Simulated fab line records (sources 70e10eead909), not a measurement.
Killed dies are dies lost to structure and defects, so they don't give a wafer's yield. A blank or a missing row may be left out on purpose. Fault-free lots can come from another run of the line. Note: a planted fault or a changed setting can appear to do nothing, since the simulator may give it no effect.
One fault seen from 2 desks | flow nandHarc | numbers are kept per desk, each desk with only its own; the story behind them comes last

== DESK OF THE TOOL OWNER: rieDiel-12 ==
The tool's own readings at NHARC_A_BLC_ETCH_17 (etches the open film in N2/H2, target depth 390 nm, time 609.38 s): means of the sampled wafers that have a number, for each lot that ran on this tool. The brackets show how far a lot's mean lies from the usual mean; more than 4 standard deviations puts the lot out of limits, marked OUT.
Columns: A = drypumpMotorCurrentA at NHARC_A_BLC_ETCH_17, usual 5.9 A; B = oesProductAu at NHARC_A_BLC_ETCH_17, usual 1.000 a.u.; C = rfVppV at NHARC_A_BLC_ETCH_17, usual 429.9 V; D = runLengthS at NHARC_A_BLC_ETCH_17, usual 630.5 s; E = showerheadPlenumPTorr at NHARC_A_BLC_ETCH_17, usual 2.01 Torr; F = throttleValvePct at NHARC_A_BLC_ETCH_17, usual 14.172 %
lot  | first seen here | A   | B     | C     | D                       | E    | F
L708 | day 23 00:29    | 6.0 | 1.005 | 429.3 | 630.3                   | 2.00 | 14.159
L712 | day 24 10:53    | 6.0 | 0.992 | 429.5 | 630.7                   | 2.00 | 14.166
L711 | day 24 12:58    | 5.7 | 0.996 | 428.9 | 630.0                   | 1.99 | 14.174
L721 | day 28 04:05    | 5.5 | 0.994 | 427.9 | 546.5 (-99 or more) OUT | 1.96 | 14.173
L720 | day 28 10:58    | 6.3 | 0.984 | 430.4 | 588.8 (-85) OUT         | 2.01 | 14.179
L726 | day 30 13:23    | 5.5 | 0.998 | 428.6 | 630.0                   | 1.96 | 14.169
L730 | day 31 16:32    | 5.8 | 1.013 | 429.1 | 631.0                   | 1.98 | 14.177
L727 | day 31 21:07    | 6.0 | 0.989 | 429.5 | 630.3                   | 2.00 | 14.173
L729 | day 32 03:43    | 5.7 | 0.990 | 428.6 | 630.5                   | 1.99 | 14.175
This desk's finding: out of limits on L720, L721; first on L721, day 28 04:05 (runLengthS at NHARC_A_BLC_ETCH_17). L708, L712, L711, L726, L730, L727, L729: within limits.

== METROLOGY DESK ==
What the gauges read, lot by lot, whatever tool the lot ran on: means of the sampled wafers that have a number. The brackets show how far a lot's mean lies from the usual mean; more than 4 standard deviations puts the lot out of limits, marked OUT.
Columns: A = overlayXNm at NHARC_A_BLC_OVL_MEAS_11, usual 0.0 nm; B = overlayYNm at NHARC_A_BLC_OVL_MEAS_11, usual -0.2 nm
lot  | first seen here | A    | B
L709 | day 22 21:07    | -1.2 | -1.4
L707 | day 22 22:08    | 0.3  | -1.5
L708 | day 23 00:12    | 0.4  | -1.9
L710 | day 24 07:43    | 0.0  | -0.8
L712 | day 24 10:34    | 0.1  | 0.7
L711 | day 24 12:41    | 0.7  | 0.2
L721 | day 28 03:48    | 0.2  | -2.0
L720 | day 28 10:41    | -0.2 | 1.6
L725 | day 29 22:32    | 0.7  | 0.6
L726 | day 30 13:07    | 0.6  | 0.0
L730 | day 31 16:16    | 0.1  | -1.4
L727 | day 31 20:50    | -0.0 | 0.4
L728 | day 31 21:43    | 0.3  | 0.9
L729 | day 32 03:26    | -1.5 | 0.2
Result from this desk: across the 14 lots, nothing is out of limits.

== PUT TOGETHER ==
At day 28 04:05, on L720, L721, the tool owner's desk was in a position to raise an alarm.
The metrology desk saw nothing out of limits.
The metrology desk holds a record of L720, L721, inside its limits.
On rieDiel-12, each named lot ran NHARC_A_BLC_ETCH_17.

== WHAT WAS PUT IN BY THE SIMULATOR ==
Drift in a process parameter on rieDiel-12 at NHARC_A_BLC_ETCH_17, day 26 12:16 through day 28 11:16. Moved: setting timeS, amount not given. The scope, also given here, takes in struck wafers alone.
Lots struck among those shown: L720, L721.
Delay in hours, fault start to first out-of-limits reading, by desk: the tool owner's desk at 40.
